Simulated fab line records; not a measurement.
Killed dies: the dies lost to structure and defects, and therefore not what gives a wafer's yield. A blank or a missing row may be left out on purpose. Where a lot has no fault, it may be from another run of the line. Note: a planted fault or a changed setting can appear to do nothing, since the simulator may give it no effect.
Split-lot study	flow n5_finfet	7 lots, 21 wafers read, on a route of 1938 steps

THE SPLIT ITSELF
At N5_DUMMY_GATE_COAT_09 (resist thk 30 nm), the setting spin_rpm was moved away from the recipe's 1500 rpm on 8 of the 21 wafers read, by -11.2% to +10.9%. All remaining wafers had this setting at the recipe value.

The split's own step is where the reading is taken.

THE READING
CAR-EUV_of_DUMMY_GATE_COAT_09.thk_nm (the simulator's own value, which no gauge read), in nm, at N5_DUMMY_GATE_COAT_09 (resist thk 30 nm). No usual value for it is given in the file. The 13 wafers here that ran the recipe average 30.0 nm, standard deviation 0.072 nm.

wafer	tool, chamber at the split	spin_rpm as run, rpm	against the recipe	CAR-EUV_of_DUMMY_GATE_COAT_09.thk_nm, nm	against lot-mates on the recipe
L083.2	litho_track-04, 0	1500	recipe	30	-
L083.6	litho_track-04, 0	1500	recipe	30	-
L083.5	litho_track-04, 0	1500	recipe	29.8	-
L084.2	litho_track-05, 0	1500	recipe	30	-
L084.4	litho_track-05, 0	1436	-4.3%	30.6	+0.6
L084.5	litho_track-05, 0	1436	-4.3%	30.6	+0.6
L086.1	litho_track-04, 0	1500	recipe	30	-
L086.4	litho_track-04, 0	1500	recipe	30	-
L086.6	litho_track-04, 0	1500	recipe	29.8	-
L089.1	litho_track-02, 0	1500	recipe	30	-
L089.5	litho_track-02, 0	1500	recipe	30	-
L089.4	litho_track-02, 0	1421	-5.3%	30.8	+0.8
L091.1	litho_track-04, 0	1664	+10.9%	28.4	-1.6
L091.2	litho_track-04, 0	1500	recipe	30	-
L091.3	litho_track-04, 0	1664	+10.9%	28.6	-1.4
L093.1	litho_track-05, 0	1332	-11.2%	32	+2.0
L093.4	litho_track-05, 0	1500	recipe	30	-
L093.6	litho_track-05, 0	1332	-11.2%	31.8	+1.8
L096.4	litho_track-05, 0	1500	recipe	30	-
L096.6	litho_track-05, 0	1500	recipe	30	-
L096.5	litho_track-05, 0	1357	-9.5%	31.6	+1.6

FIT RESULTS
A straight line over all 21 wafers: CAR-EUV_of_DUMMY_GATE_COAT_09.thk_nm changes by -0.154 nm for each +1% of spin_rpm; r = -0.99; the points scatter about the line by 0.12 nm.
The same after taking each lot's own level away (the mean of its wafers on the recipe; 21 wafers): -0.154 nm for each +1%; r = -0.99; scatter 0.11 nm.
According to that fit, moving spin_rpm by its largest amount changes the reading by 1.7 nm.
Across the lots, their own levels run from 29.93 to 30.00 nm, a range of 0.9 times the standard deviation given above.
The two slopes are in agreement: the lot-to-lot level therefore moves the slope only a little.
Check: +1.69 nm against its lot-mates is what the line predicts for one of the wafers moved furthest among these (-11.2%) when that wafer is left out of the fit. It came out at +2 nm against them.

THESE WAFERS: OTHER SPLITS
These wafers also went through other splits before the reading. Each is held against what the fit with the lots' levels taken away leaves over:
other split on the same wafers	wafers away from the commonest value	r with CAR-EUV_of_DUMMY_GATE_COAT_09.thk_nm (lot level and that fit taken away)
N5_ZERO_LAYER_PECVD_02 time_s	3	+0.02
N5_ZERO_LAYER_DEVELOP_10 develop_time_s	8	-0.36
N5_PMOS_HMC_CHANNEL_EPI_HM_DEP_34 time_s	4	+0.06
N5_PMOS_HMC_CHANNEL_EPI_COAT_31 spin_rpm	5	+0.15
N5_FIN_SAQP_COAT_68 spin_rpm	7	+0.26
N5_DUMMY_GATE_COAT_34 spin_rpm	7	-0.16

THE FILE'S OWN FIT
CAR-EUV_of_DUMMY_GATE_COAT_09.thk_nm changes by -0.156 nm for each +1% of spin_rpm, r = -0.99.
